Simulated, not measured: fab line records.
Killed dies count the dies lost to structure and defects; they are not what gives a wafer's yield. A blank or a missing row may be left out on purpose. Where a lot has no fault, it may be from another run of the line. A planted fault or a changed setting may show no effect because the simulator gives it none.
Lot-split experiment :: flow n5_finfet :: 7 lots, 21 wafers read, on a route of 1938 steps

SPLIT DETAILS
At N5_BEOL_M2_ALD_98 (deposits SiO2, target thk 2.5 nm, pulse time 1 s, co reactant pulse time 1 s), the setting ald_cycles was moved away from the recipe's 17 on 5 of the 21 wafers read, by -11.8% to +17.6%. All remaining wafers had this setting at the recipe value.

The reading is taken at the split's own step.

THE READING
SiO2_of_BEOL_M2_ALD_98.thk_nm (the simulator's own value, which no gauge read), in nm, at N5_BEOL_M2_ALD_98 (deposits SiO2, target thk 2.5 nm, pulse time 1 s, co reactant pulse time 1 s). No usual value for it is given in the file. The 16 wafers here that ran the recipe average 2.5 nm, standard deviation 0.087 nm.

wafer: L083.1
tool, chamber at the split: ald_sin-02, 0,2
ald_cycles as run: 20
against the recipe: +17.6%
SiO2_of_BEOL_M2_ALD_98.thk_nm, nm: 3
against lot-mates on the recipe: +0.4

wafer: L083.3
tool, chamber at the split: ald_sin-02, 0,2
ald_cycles as run: 20
against the recipe: +17.6%
SiO2_of_BEOL_M2_ALD_98.thk_nm, nm: 3
against lot-mates on the recipe: +0.4

wafer: L083.4
tool, chamber at the split: ald_sin-02, 3
ald_cycles as run: 17
against the recipe: recipe
SiO2_of_BEOL_M2_ALD_98.thk_nm, nm: 2.6
against lot-mates on the recipe: -

wafer: L085.2
tool, chamber at the split: ald_sin-02, 1
ald_cycles as run: 18
against the recipe: +5.9%
SiO2_of_BEOL_M2_ALD_98.thk_nm, nm: 2.6
against lot-mates on the recipe: +0.1

wafer: L085.3
tool, chamber at the split: ald_sin-02, 2
ald_cycles as run: 17
against the recipe: recipe
SiO2_of_BEOL_M2_ALD_98.thk_nm, nm: 2.4
against lot-mates on the recipe: -

wafer: L085.6
tool, chamber at the split: ald_sin-02, 3
ald_cycles as run: 17
against the recipe: recipe
SiO2_of_BEOL_M2_ALD_98.thk_nm, nm: 2.6
against lot-mates on the recipe: -

wafer: L089.4
tool, chamber at the split: ald_sin-02, 3,1,2
ald_cycles as run: 17
against the recipe: recipe
SiO2_of_BEOL_M2_ALD_98.thk_nm, nm: 2.4
against lot-mates on the recipe: -

wafer: L089.5
tool, chamber at the split: ald_sin-02, 3,1,2
ald_cycles as run: 17
against the recipe: recipe
SiO2_of_BEOL_M2_ALD_98.thk_nm, nm: 2.4
against lot-mates on the recipe: -

wafer: L089.6
tool, chamber at the split: ald_sin-02, 3,1,2
ald_cycles as run: 17
against the recipe: recipe
SiO2_of_BEOL_M2_ALD_98.thk_nm, nm: 2.4
against lot-mates on the recipe: -

wafer: L090.1
tool, chamber at the split: ald_sin-01, 2
ald_cycles as run: 18
against the recipe: +5.9%
SiO2_of_BEOL_M2_ALD_98.thk_nm, nm: 2.6
against lot-mates on the recipe: +0.0

wafer: L090.2
tool, chamber at the split: ald_sin-01, 1,2
ald_cycles as run: 17
against the recipe: recipe
SiO2_of_BEOL_M2_ALD_98.thk_nm, nm: 2.6
against lot-mates on the recipe: -

wafer: L090.5
tool, chamber at the split: ald_sin-01, 1,2
ald_cycles as run: 17
against the recipe: recipe
SiO2_of_BEOL_M2_ALD_98.thk_nm, nm: 2.6
against lot-mates on the recipe: -

wafer: L092.1
tool, chamber at the split: ald_sin-01, 2,0,1
ald_cycles as run: 17
against the recipe: recipe
SiO2_of_BEOL_M2_ALD_98.thk_nm, nm: 2.6
against lot-mates on the recipe: -

wafer: L092.2
tool, chamber at the split: ald_sin-01, 2,0,1
ald_cycles as run: 17
against the recipe: recipe
SiO2_of_BEOL_M2_ALD_98.thk_nm, nm: 2.6
against lot-mates on the recipe: -

wafer: L092.5
tool, chamber at the split: ald_sin-01, 2,0,1
ald_cycles as run: 17
against the recipe: recipe
SiO2_of_BEOL_M2_ALD_98.thk_nm, nm: 2.6
against lot-mates on the recipe: -

wafer: L094.1
tool, chamber at the split: ald_sin-01, 2,0
ald_cycles as run: 17
against the recipe: recipe
SiO2_of_BEOL_M2_ALD_98.thk_nm, nm: 2.6
against lot-mates on the recipe: -

wafer: L094.4
tool, chamber at the split: ald_sin-01, 2,0
ald_cycles as run: 17
against the recipe: recipe
SiO2_of_BEOL_M2_ALD_98.thk_nm, nm: 2.6
against lot-mates on the recipe: -

wafer: L094.5
tool, chamber at the split: ald_sin-01, 2
ald_cycles as run: 15
against the recipe: -11.8%
SiO2_of_BEOL_M2_ALD_98.thk_nm, nm: 2.2
against lot-mates on the recipe: -0.4

wafer: L095.2
tool, chamber at the split: ald_sin-01, 0,2,2
ald_cycles as run: 17
against the recipe: recipe
SiO2_of_BEOL_M2_ALD_98.thk_nm, nm: 2.6
against lot-mates on the recipe: -

wafer: L095.4
tool, chamber at the split: ald_sin-01, 0,2,2
ald_cycles as run: 17
against the recipe: recipe
SiO2_of_BEOL_M2_ALD_98.thk_nm, nm: 2.6
against lot-mates on the recipe: -

wafer: L095.6
tool, chamber at the split: ald_sin-01, 0,2,2
ald_cycles as run: 17
against the recipe: recipe
SiO2_of_BEOL_M2_ALD_98.thk_nm, nm: 2.6
against lot-mates on the recipe: -
Rows listing several chambers each stand for several wafers; the file does not say which wafer went through which chamber.

FIT RESULTS
A straight line over all 21 wafers: SiO2_of_BEOL_M2_ALD_98.thk_nm changes by +0.0253 nm for each +1% of ald_cycles; r = +0.88; the points scatter about the line by 0.086 nm.
The same after taking each lot's own level away (the mean of its wafers on the recipe; 21 wafers): +0.0241 nm for each +1%; r = +0.95; scatter 0.052 nm.
That fit puts the effect of the largest move of ald_cycles on the reading at 0.42 nm.
From 2.40 to 2.60 nm: that is the span of the lots' own levels, equal to 2.3 times the standard deviation above.
Hence the lot-to-lot level has little effect on the slope; both slopes agree.
Check: for one of the wafers moved furthest among these (+17.6%), held out of the fit, the line's prediction against its lot-mates is +0.413 nm. It came out at +0.4 nm against them.

OTHER SPLITS ON THESE WAFERS
Note: prior to the reading, these wafers also went through further splits. Each is held against what the fit with the lots' levels taken away leaves over:
other split on the same wafers: N5_BEOL_M0_SAQP_ETCH_88 source_w
wafers away from the commonest value: 9
r with SiO2_of_BEOL_M2_ALD_98.thk_nm (lot level and that fit taken away): -0.35

other split on the same wafers: N5_BEOL_M0_SAQP_ALD_48 ald_cycles
wafers away from the commonest value: 7
r with SiO2_of_BEOL_M2_ALD_98.thk_nm (lot level and that fit taken away): -0.19

other split on the same wafers: N5_BEOL_M1_EXPOSE_08 dose_mj
wafers away from the commonest value: 9
r with SiO2_of_BEOL_M2_ALD_98.thk_nm (lot level and that fit taken away): +0.23

other split on the same wafers: N5_BEOL_M1_ETCH_64 source_w
wafers away from the commonest value: 3
r with SiO2_of_BEOL_M2_ALD_98.thk_nm (lot level and that fit taken away): -0.03

other split on the same wafers: N5_BEOL_M2_ILD_DEP_00 time_s
wafers away from the commonest value: 11
r with SiO2_of_BEOL_M2_ALD_98.thk_nm (lot level and that fit taken away): -0.20

THE FILE'S OWN FIT
SiO2_of_BEOL_M2_ALD_98.thk_nm changes by +0.0238 nm for each +1% of ald_cycles, r = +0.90.
